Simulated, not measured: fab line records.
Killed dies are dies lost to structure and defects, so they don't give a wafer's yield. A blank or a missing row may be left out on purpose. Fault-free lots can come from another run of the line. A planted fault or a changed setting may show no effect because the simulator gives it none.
Split-lot trial :: flow n5_finfet :: route with 1938 steps; 7 lots, 21 wafers read

## THE SPLIT
At N5_PMOS_HMC_CHANNEL_EPI_PEB_07 (peb time 60 s), the setting peb_time_s was moved away from the recipe's 60 s on 5 of the 21 wafers read, by +8.4% to +21.8%. The other wafers ran this setting at the recipe's value.

## FROM THE SPLIT ON TO THE READING: in between, the file shows 1 step
- N5_PMOS_HMC_CHANNEL_EPI_DEVELOP_08: develop time 30 s (also split here: develop_time_s)

## THE READING
cd_nm at N5_PMOS_HMC_CHANNEL_EPI_CD_MEAS_09, given in nm (cd target 237.4 nm). On this fab line, fault-free wafers typically give 237.8 nm with a standard deviation of 0.73 nm.

wafer: L078.2
tool, chamber at the split: litho_track-01, 0
peb_time_s as run, s: 73.1
against the recipe: +21.8%
cd_nm, nm: 245.1
against lot-mates on the recipe: +7.4

wafer: L078.3
tool, chamber at the split: litho_track-01, 0
peb_time_s as run, s: 60
against the recipe: recipe
cd_nm, nm: 237.3
against lot-mates on the recipe: -

wafer: L078.4
tool, chamber at the split: litho_track-01, 0
peb_time_s as run, s: 60
against the recipe: recipe
cd_nm, nm: 238.1
against lot-mates on the recipe: -

wafer: L082.1
tool, chamber at the split: litho_track-01, 0
peb_time_s as run, s: 60
against the recipe: recipe
cd_nm, nm: 238.3
against lot-mates on the recipe: -

wafer: L082.4
tool, chamber at the split: litho_track-01, 0
peb_time_s as run, s: 60
against the recipe: recipe
cd_nm, nm: 238.0
against lot-mates on the recipe: -

wafer: L082.5
tool, chamber at the split: litho_track-01, 0
peb_time_s as run, s: 60
against the recipe: recipe
cd_nm, nm: 237.6
against lot-mates on the recipe: -

wafer: L085.3
tool, chamber at the split: litho_track-05, 0
peb_time_s as run, s: 66.27
against the recipe: +10.5%
cd_nm, nm: 241.7
against lot-mates on the recipe: +4.5

wafer: L085.5
tool, chamber at the split: litho_track-05, 0
peb_time_s as run, s: 60
against the recipe: recipe
cd_nm, nm: 237.1
against lot-mates on the recipe: -

wafer: L085.6
tool, chamber at the split: litho_track-05, 0
peb_time_s as run, s: 60
against the recipe: recipe
cd_nm, nm: 237.3
against lot-mates on the recipe: -

wafer: L086.1
tool, chamber at the split: litho_track-01, 0
peb_time_s as run, s: 60
against the recipe: recipe
cd_nm, nm: 237.3
against lot-mates on the recipe: -

wafer: L086.3
tool, chamber at the split: litho_track-01, 0
peb_time_s as run, s: 65.06
against the recipe: +8.4%
cd_nm, nm: 240.2
against lot-mates on the recipe: +2.9

wafer: L086.4
tool, chamber at the split: litho_track-01, 0
peb_time_s as run, s: 65.06
against the recipe: +8.4%
cd_nm, nm: 241.7
against lot-mates on the recipe: +4.4

wafer: L094.2
tool, chamber at the split: litho_track-01, 0
peb_time_s as run, s: 60
against the recipe: recipe
cd_nm, nm: 239.3
against lot-mates on the recipe: -

wafer: L094.4
tool, chamber at the split: litho_track-01, 0
peb_time_s as run, s: 60
against the recipe: recipe
cd_nm, nm: 238.7
against lot-mates on the recipe: -

wafer: L094.5
tool, chamber at the split: litho_track-01, 0
peb_time_s as run, s: 60
against the recipe: recipe
cd_nm, nm: 238.8
against lot-mates on the recipe: -

wafer: L095.1
tool, chamber at the split: litho_track-01, 0
peb_time_s as run, s: 60
against the recipe: recipe
cd_nm, nm: 237.0
against lot-mates on the recipe: -

wafer: L095.3
tool, chamber at the split: litho_track-01, 0
peb_time_s as run, s: 60
against the recipe: recipe
cd_nm, nm: 236.7
against lot-mates on the recipe: -

wafer: L095.6
tool, chamber at the split: litho_track-01, 0
peb_time_s as run, s: 60
against the recipe: recipe
cd_nm, nm: 237.1
against lot-mates on the recipe: -

wafer: L096.3
tool, chamber at the split: litho_track-05, 0
peb_time_s as run, s: 60
against the recipe: recipe
cd_nm, nm: 238.2
against lot-mates on the recipe: -

wafer: L096.5
tool, chamber at the split: litho_track-05, 0
peb_time_s as run, s: 60
against the recipe: recipe
cd_nm, nm: 237.4
against lot-mates on the recipe: -

wafer: L096.6
tool, chamber at the split: litho_track-05, 0
peb_time_s as run, s: 72.62
against the recipe: +21.0%
cd_nm, nm: 244.3
against lot-mates on the recipe: +6.5

FIT RESULTS
A straight line over all 21 wafers: cd_nm changes by +0.333 nm for each +1% of peb_time_s; r = +0.95; the points scatter about the line by 0.73 nm.
The same after taking each lot's own level away (the mean of its wafers on the recipe; 21 wafers): +0.343 nm for each +1%; r = +0.98; scatter 0.5 nm.
On that fit, the largest move of peb_time_s shifts the reading by 7.5 nm.
The span of the lots' own levels, 236.93 to 238.93 nm, comes to 2.7 times the standard deviation stated above.
Consequently the slope shifts little with the lot-to-lot level, the two slopes agreeing.
Check: +7.68 nm against its lot-mates is what the line predicts for one of the wafers moved furthest among these (+21.8%) when that wafer is left out of the fit. Against them it came out at +7.4 nm.

## THE OTHER SPLITS THESE WAFERS WENT THROUGH
Other splits were also applied to these wafers ahead of the reading. Each is held against what the fit with the lots' levels taken away leaves over:
other split on the same wafers: N5_WELL_APT_COAT_02 spin_rpm
wafers away from the commonest value: 4
r with cd_nm (lot level and that fit taken away): +0.14

other split on the same wafers: N5_PMOS_HMC_CHANNEL_EPI_DEVELOP_08 develop_time_s
wafers away from the commonest value: 6
r with cd_nm (lot level and that fit taken away): +0.28

## THE WHOLE CHAIN: every reading that the file lists as answering this split, in the file's order
step: N5_PMOS_HMC_CHANNEL_EPI_CD_MEAS_09
what it does: target cd 237.4 nm
reading: cd_nm
change (the file's fit): +0.34 nm for each +1% of the setting
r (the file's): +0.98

step: N5_PMOS_HMC_CHANNEL_EPI_DESCUM_14
what it does: chemistry O2, time 7.9 s
reading: PMOS_HMC_CHANNEL_EPI.cd_nm (the simulator's own value, which no gauge read)
change (the file's fit): +0.348 nm for each +1% of the setting
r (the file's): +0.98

step: N5_PMOS_HMC_CHANNEL_EPI_ETCH_32
what it does: etches BARC in N2/H2, stops on SiO2, target depth 85.8 nm, time 50.3 s
reading: PMOS_HMC_CHANNEL_EPI.cd_nm (the simulator's own value, which no gauge read)
change (the file's fit): +0.364 nm for each +1% of the setting
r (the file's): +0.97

## FILE'S OWN FIT
cd_nm changes by +0.34 nm for each +1% of peb_time_s, r = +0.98.
